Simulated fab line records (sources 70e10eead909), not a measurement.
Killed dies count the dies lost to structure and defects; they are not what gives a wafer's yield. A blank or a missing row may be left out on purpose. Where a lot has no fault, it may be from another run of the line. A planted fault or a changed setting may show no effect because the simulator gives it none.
Struck lot and sound lot, side by side || flow nand harc || 41 steps out of a route of 1302
Sound: wafers L311.1, L311.2, L311.4. Struck: wafers L323.1, L323.3, L323.6. The cause comes at the end.
Order at every step that has rows: each side's tool, ch and its chambers, its first start. Under that, the readings that differ: sound wafers || struck wafers || difference of the means || sigmas: that difference in standard deviations of wafers without a fault.
alike: words and numbers the same on both sides, and readings whose means are apart by under 2 such deviations; not compared: readings that were withheld, readings missing a value for some wafer, numbers with overlapping values and no deviation given by the record, and bounds like >300 which may hide the same value.
A row with sigmas, a row that says differs or no value, or rows on one side alone: a step with any of these is where the two part. Non-overlapping numbers with no deviation appear without sigmas and do not part them. A reading missing from all wafers of one side parts the sides only when that side holds two or more wafers.

NHARC_P_M2_INSPECT_11:
  sound on defect inspect-01 at day 9 08:07; struck on defect inspect-02 at day 14 15:03
  alike: raw defect count
NHARC_P_M2_DESCUM_14: chemistry O2, time 3 s.
  sound on rie diel-09 ch 0,2,3, day 9 08:11; struck on rie diel-11 ch 0,3, day 14 15:07
  alike: drypump motor current A, oes product au, rf vpp V, showerhead plenum p Torr, throttle valve pct
  not compared: rf hours counter h
then, 2 steps without rows for these wafers: NHARC_P_M2_ETCH_35 (etches the open film in N2/H2, target depth 40 nm, overetch 12 nm, time 43.94 s); NHARC_P_M2_ETCH_15 (etches the open film in C4F8/Ar, target depth 182.5 nm, time 91.2 s).
NHARC_P_M2_CD_MEAS_16:
  sound on cd sem-01 at day 9 08:29; struck on cd sem-01 at day 14 15:28
  alike: cd nm
then, 3 steps without rows for these wafers: NHARC_P_M2_STRIP_18 (strips in N2/H2); NHARC_P_M2_ETCH_28 (etches the open film in CF4/N2, target depth 30 nm, time 72.99 s); NHARC_P_M2_STRIP_19 (strips in post etch residue remover, time 600 s).
NHARC_P_M2_DEGAS_29: time 60 s.
  sound on pvd sputter-02 at day 9 09:11; struck on pvd sputter-02 at day 14 16:14
  alike: heater power w
then, 2 steps without rows for these wafers: NHARC_P_M2_PRE_CLEAN_30 (time 30 s); NHARC_P_M2_PVD_20 (deposits TaN, target thk 5 nm, time 8.06 s).
NHARC_P_M2_PVD_21: deposits Cu, target thk 30 nm, time 20.49 s.
  sound on pvd sputter-02; struck on pvd sputter-02
  alike: chamber pressure pa, throttle valve pct
NHARC_P_M2_ECD_22: material Cu, target thk 400 nm.
  sound on ecd cu-01 ch 0,1, day 9 09:34; struck on ecd cu-01 ch 0, day 14 16:36
then, 2 steps without rows for these wafers: NHARC_P_M2_ANNEAL_31 (time 90 s); NHARC_P_M2_CMP_23 (polishes, t overpolish 20 s, target thk 144.3 nm).
NHARC_P_M2_THK_MEAS_24: measures by xrf.
  sound on film metro-02 at day 9 10:36; struck on film metro-01 at day 14 17:38
  alike: thk nm
then, 2 steps without rows for these wafers: NHARC_P_M2_SRD_25; NHARC_P_M2_PRE_CLEAN_32 (time 12 s).
NHARC_P_M2_DEP_33: deposits SiCN, target thk 30 nm.
  sound on pecvd-03 ch 1,2, day 9 10:56; struck on pecvd-03 ch 0,1,2, day 14 17:56
  alike: heater power w
then, 2 steps without rows for these wafers: NHARC_P_BONDPAD_DEP_00 (deposits SiCN, target thk 250 nm); NHARC_P_BONDPAD_CMP_32 (polishes SiCN, target thk 200 nm).
NHARC_P_BONDPAD_THK_MEAS_33: measures by ellipsometry.
  sound on film metro-01 at day 9 11:58; struck on film metro-01 at day 14 19:01
  alike: thk nm
then, 10 steps without rows for these wafers: NHARC_P_BONDPAD_SRD_34; NHARC_P_BONDPAD_DEHYDRATE_01 (time 120 s); NHARC_P_BONDPAD_HMDS_02 (time 30 s); NHARC_P_BONDPAD_COAT_36 (time 65 s); NHARC_P_BONDPAD_COAT_03 (resist thk 600 nm); NHARC_P_BONDPAD_SOFTBAKE_04 (time 70 s); NHARC_P_BONDPAD_EBR_05; NHARC_P_BONDPAD_EXPOSE_06 (exposes mask P BPAD); NHARC_P_BONDPAD_PEB_07 (peb time 80 s); NHARC_P_BONDPAD_DEVELOP_08 (time 50 s).
NHARC_P_BONDPAD_CD_MEAS_09: target cd 500 nm.
  sound on cd sem-02 ch 0, day 9 12:32; struck on cd sem-02 ch 0, day 14 19:36
  alike: cd nm
NHARC_P_BONDPAD_OVL_MEAS_38:
  sound on overlay-01 at day 9 12:37; struck on overlay-01 at day 14 19:41
{"reading": "overlay x nm (nm)", "sound": "6 6 6", "struck": "-9 -9 -9", "difference": -15, "sigmas": -3}
  alike: overlay y nm
then, 4 steps without rows for these wafers: NHARC_P_BONDPAD_HARDBAKE_10 (time 65 s); NHARC_P_BONDPAD_DESCUM_11 (chemistry O2, time 3 s); NHARC_P_BONDPAD_ETCH_37 (etches the open film in N2/H2, target depth 60 nm, overetch 18 nm, time 65.91 s); NHARC_P_BONDPAD_ETCH_12 (etches the open film in CHF3/O2, target depth 200 nm, time 100 s).
NHARC_P_BONDPAD_CD_MEAS_13:
  sound on cd sem-03 at day 9 13:07; struck on cd sem-03 at day 14 20:07
  alike: cd nm
NHARC_P_BONDPAD_STRIP_15: strips in O2.
  sound on rie diel-06 ch 0,1,3, day 9 13:12; struck on rie diel-04 ch 0,1, day 14 20:12
  alike: drypump motor current A, oes product au, rf vpp V, showerhead plenum p Torr, throttle valve pct
  not compared: rf hours counter h
-- record jumps: 18 days between struck wafers' starts before vs after; left off in module P_BONDPAD, resumes in module END, first step shown is number 1302 of the route --
NHARC_END_SORT_01:
  here the record holds rows for the struck wafers (prober-02 ch 0, day 32 20:58) but none for the sound ones

WHERE THEY PART
Earliest at NHARC_P_BONDPAD_OVL_MEAS_38; latest, in this record, at NHARC_END_SORT_01.

WHY: what the simulator had put in
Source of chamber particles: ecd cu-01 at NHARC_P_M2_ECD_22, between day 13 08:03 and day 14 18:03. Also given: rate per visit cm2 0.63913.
